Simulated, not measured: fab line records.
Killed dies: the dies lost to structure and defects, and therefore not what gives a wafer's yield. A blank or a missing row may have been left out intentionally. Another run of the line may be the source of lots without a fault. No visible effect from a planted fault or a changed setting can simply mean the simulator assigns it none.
Lot-split experiment    flow n5-finfet    21 wafers read across 7 lots, on a route 1938 steps long

THE SPLIT
At N5_BEOL_M6_COAT_71 (time 60 s, resist thk 5 nm), the setting spin-rpm was moved away from the recipe's 1500 rpm on 7 of the 21 wafers read, by -10.4% to +7.1%. The other wafers ran this setting at the recipe's value.

FROM THE SPLIT TO THE READING: what the file shows between them, 3 steps
- N5_BEOL_M6_COAT_22: resist thk 30 nm
- N5_BEOL_M6_EBR_24
- N5_BEOL_M6_DESCUM_33: chemistry O2, time 7 s

THE READING
etch.depth-nm (the simulator's own value, which no gauge read), in nm, at N5_BEOL_M6_ETCH_72 (etches underlayer in N2/H2, target depth 6.5 nm, time 5.2 s). No usual value for it is given in the file. The 14 wafers here that ran the recipe average 4.999 nm, standard deviation 0.014 nm.

wafer   tool, chamber at the split  spin-rpm as run, rpm  against the recipe  etch.depth-nm, nm  against lot-mates on the recipe
L075.1  litho-track-04, 0           1452                  -3.2%               5.072              +0.083
L075.3  litho-track-04, 0           1500                  recipe              4.978              -
L075.4  litho-track-04, 0           1500                  recipe              5                  -
L083.1  litho-track-01, 0           1500                  recipe              4.988              -
L083.2  litho-track-01, 0           1500                  recipe              4.98               -
L083.6  litho-track-01, 0           1364                  -9.1%               5.243              +0.259
L084.3  litho-track-04, 0           1500                  recipe              5.014              -
L084.4  litho-track-04, 0           1500                  recipe              4.987              -
L084.6  litho-track-04, 0           1500                  recipe              5.01               -
L089.1  litho-track-04, 0           1500                  recipe              4.992              -
L089.2  litho-track-04, 0           1500                  recipe              4.998              -
L089.4  litho-track-04, 0           1397                  -6.9%               5.169              +0.174
L091.4  litho-track-01, 0           1500                  recipe              5.024              -
L091.5  litho-track-01, 0           1570                  +4.7%               4.898              -0.116
L091.6  litho-track-01, 0           1500                  recipe              5.003              -
L095.3  litho-track-03, 0           1500                  recipe              5.014              -
L095.4  litho-track-03, 0           1500                  recipe              5.012              -
L095.5  litho-track-03, 0           1607                  +7.1%               4.858              -0.155
L097.2  litho-track-04, 0           1344                  -10.4%              5.286              +0.298
L097.4  litho-track-04, 0           1500                  recipe              4.988              -
L097.5  litho-track-04, 0           1344                  -10.4%              5.268              +0.280

THE FIT
A straight line over all 21 wafers: etch.depth-nm changes by -0.0251 nm for each +1% of spin-rpm; r = -0.99; the points scatter about the line by 0.016 nm.
The same after taking each lot's own level away (the mean of its wafers on the recipe; 21 wafers): -0.0265 nm for each +1%; r = -0.99; scatter 0.012 nm.
Per that fit: largest spin-rpm move, reading shift of 0.28 nm.
Across the lots, their own levels run from 4.9840 to 5.0135 nm, a range of 2.2 times the standard deviation given above.
The two slopes agree, so the slope changes little with the lot-to-lot level.
Check: +0.273 nm against its lot-mates is what the line predicts for one of the wafers moved furthest among these (-10.4%) when that wafer is left out of the fit. Against them it came out at +0.298 nm.

FURTHER SPLITS ON THESE WAFERS
These wafers also went through other splits before the reading. Each is held against what the fit with the lots' levels taken away leaves over:
other split on the same wafers     wafers away from the commonest value  r with etch.depth-nm (lot level and that fit taken away)
N5_BEOL_M3_TRENCH_ETCH_37 time-s   6                                     -0.03
N5_BEOL_M4_TRENCH_ETCH_37 bias-w   7                                     -0.11
N5_BEOL_M5_HM_DEP_02 target-thk-a  7                                     -0.13
N5_BEOL_M5_EXPOSE_08 dose-mj       8                                     +0.17

THE FILE'S OWN FIT
etch.depth-nm changes by -0.0264 nm for each +1% of spin-rpm, r = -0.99.
